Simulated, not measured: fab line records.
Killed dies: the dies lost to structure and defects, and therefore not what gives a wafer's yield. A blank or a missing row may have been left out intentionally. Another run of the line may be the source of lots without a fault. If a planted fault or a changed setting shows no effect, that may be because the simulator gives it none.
Split-lot experiment | flow n5_finfet | 21 wafers read across 7 lots, on a route 1938 steps long

== ON THE SPLIT ==
At N5_BEOL_M10_PEB_26 (peb time 60 s), the setting peb_time_s was moved away from the recipe's 60 s on 5 of the 21 wafers read, by -11.1% to +18.5%. This setting was run at the recipe's value on the other wafers.

== FROM SPLIT TO READING: 1 step shown by the file between the two ==
- N5_BEOL_M10_DEVELOP_27: develop time 30 s

== THE READING ==
At N5_BEOL_M10_CD_MEAS_28: cd_nm in nanometres, against a target cd of 70 nm. Typical for fault-free wafers on this fab line: 69.9 nm, with standard deviation 1.2 nm.

wafer  | tool, chamber at the split | peb_time_s as run, s | against the recipe | cd_nm, nm | against lot-mates on the recipe
L074.1 | litho_track-01, 0          | 60                   | recipe             | 69.5      | -
L074.5 | litho_track-01, 0          | 60                   | recipe             | 70.3      | -
L074.6 | litho_track-01, 0          | 60                   | recipe             | 69.5      | -
L079.2 | litho_track-02, 0          | 60                   | recipe             | 72.0      | -
L079.3 | litho_track-02, 0          | 55.43                | -7.6%              | 67.9      | -2.9
L079.5 | litho_track-02, 0          | 60                   | recipe             | 69.7      | -
L082.1 | litho_track-01, 0          | 60                   | recipe             | 70.3      | -
L082.2 | litho_track-01, 0          | 60                   | recipe             | 67.8      | -
L082.3 | litho_track-01, 0          | 60                   | recipe             | 69.3      | -
L084.2 | litho_track-02, 0          | 60                   | recipe             | 71.7      | -
L084.3 | litho_track-02, 0          | 60                   | recipe             | 68.5      | -
L084.5 | litho_track-02, 0          | 60                   | recipe             | 69.9      | -
L086.1 | litho_track-05, 0          | 71.09                | +18.5%             | 77.1      | +7.2
L086.2 | litho_track-05, 0          | 60                   | recipe             | 69.9      | -
L086.6 | litho_track-05, 0          | 71.09                | +18.5%             | 78.2      | +8.3
L091.1 | litho_track-05, 0          | 53.35                | -11.1%             | 63.8      | -5.1
L091.3 | litho_track-05, 0          | 53.35                | -11.1%             | 62.9      | -6.0
L091.5 | litho_track-05, 0          | 60                   | recipe             | 68.9      | -
L095.1 | litho_track-05, 0          | 60                   | recipe             | 71.5      | -
L095.2 | litho_track-05, 0          | 60                   | recipe             | 69.6      | -
L095.4 | litho_track-05, 0          | 60                   | recipe             | 69.9      | -

THE FIT
A straight line over all 21 wafers: cd_nm changes by +0.454 nm for each +1% of peb_time_s; r = +0.94; the points scatter about the line by 1.2 nm.
The same after taking each lot's own level away (the mean of its wafers on the recipe; 21 wafers): +0.438 nm for each +1%; r = +0.96; scatter 0.91 nm.
That fit puts the effect of the largest move of peb_time_s on the reading at 8.1 nm.
From 68.90 to 70.85 nm: that is the span of the lots' own levels, equal to 1.6 times the standard deviation above.
The two slopes agree, so the slope changes little with the lot-to-lot level.
Check: with one of the wafers moved furthest among these (+18.5%) left out of the fit, the line predicts +8.53 nm for it against its lot-mates. Against them it came out at +7.2 nm.

== THE FILE'S OWN FIT ==
cd_nm changes by +0.432 nm for each +1% of peb_time_s, r = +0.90.
